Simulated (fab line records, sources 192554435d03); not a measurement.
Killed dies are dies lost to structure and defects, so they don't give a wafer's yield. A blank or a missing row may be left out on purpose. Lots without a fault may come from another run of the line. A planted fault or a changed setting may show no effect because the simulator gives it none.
Problem report in the 8D (eight disciplines) form, filled by code | flow n5_finfet | the parts of the form that need people (team, actions taken, sign-off) are left out

1. THE PROBLEM
run_length_s at N5_BEOL_M2_CVD_47 reads a mean of 244.8 s on 4 wafers of 3 lots; wafers without a fault read 247.0 s with a standard deviation of 0.42. That is -5.4 standard deviations from the usual mean.
The step: deposits Co from CCTBA/H2, target thk 3 nm, time 223.8 s.
First seen on wafer L226.2, day 9 14:22, on cvd_co-01. The record holds 27 wafers of 10 lots with a number at this step. Rule for "out", or "out of limits": more than 4 standard deviations from the usual mean. The other wafers with a number count as sound.

2. WHAT IT IS AND WHAT IT IS NOT
question                    | is                             | is not
which readings at this step | run_length_s                   | -
which lots                  | L226, L227, L228               | L216, L219, L221, L222, L223, L225, L235
which wafers of those lots  | L226.2, L227.2, L228.2, L228.3 | L226.4, L227.6
read on which tools         | cvd_co-01                      | cvd_co-02
when                        | from day 9 14:22               | up to then (19 sound wafers); but 4 sound wafers of L227, L235 came after

3. SUSPECTS, AND WHAT RULES EACH OUT
Counting: a tool at a process step up to the reading stays a suspect if it ran every lot that is out. Sound lots after the first of them don't rule it out here, since some wafers of a struck lot are sound.
- cvd_co-01 at N5_BEOL_M2_CVD_47 (deposits Co from CCTBA/H2, target thk 3 nm, time 223.8 s): kept. It ran every lot that is out, first L226 (day 9 14:22); its last sound lot up to then is L225 (day 9 12:17). Its own readings are out on those wafers: run_length_s.
Left after counting: cvd_co-01 at N5_BEOL_M2_CVD_47.

4. THE CAUSE (what the simulator had put in)
Process parameter drift: cvd_co-01, from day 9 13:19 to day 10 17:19, at N5_BEOL_M2_CVD_47. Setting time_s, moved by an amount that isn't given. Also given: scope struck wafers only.
Counting left only this tool.

5. THE CHAIN OF EFFECTS, in route order
Each row: a reading whose mean over the struck wafers that have a number lies more than 3 standard deviations from the usual. Only readings for which the record gives a usual standard deviation are gone through. hours: the time from each lot's start at the first step in this table that gives one to its start at this step, as a median over the lots. sigmas: the change in usual standard deviations.
hours | step              | reading      | usual   | on struck wafers | change | sigmas
0     | N5_BEOL_M2_CVD_47 | run_length_s | 247.0 s | 244.8            | -2.2   | -5.4
The process steps in it:
- N5_BEOL_M2_CVD_47: deposits Co from CCTBA/H2, target thk 3 nm, time 223.8 s.
Later measuring or inspecting steps at which every struck wafer that the step has a row for has a number for every such reading, and none has moved that far: N5_BEOL_M4_RC_MEAS_101.

6. WHAT WOULD HAVE CAUGHT IT SOONER
In this record the first reading out of limits was taken at day 9 14:22, 1 hour after the fault began at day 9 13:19.
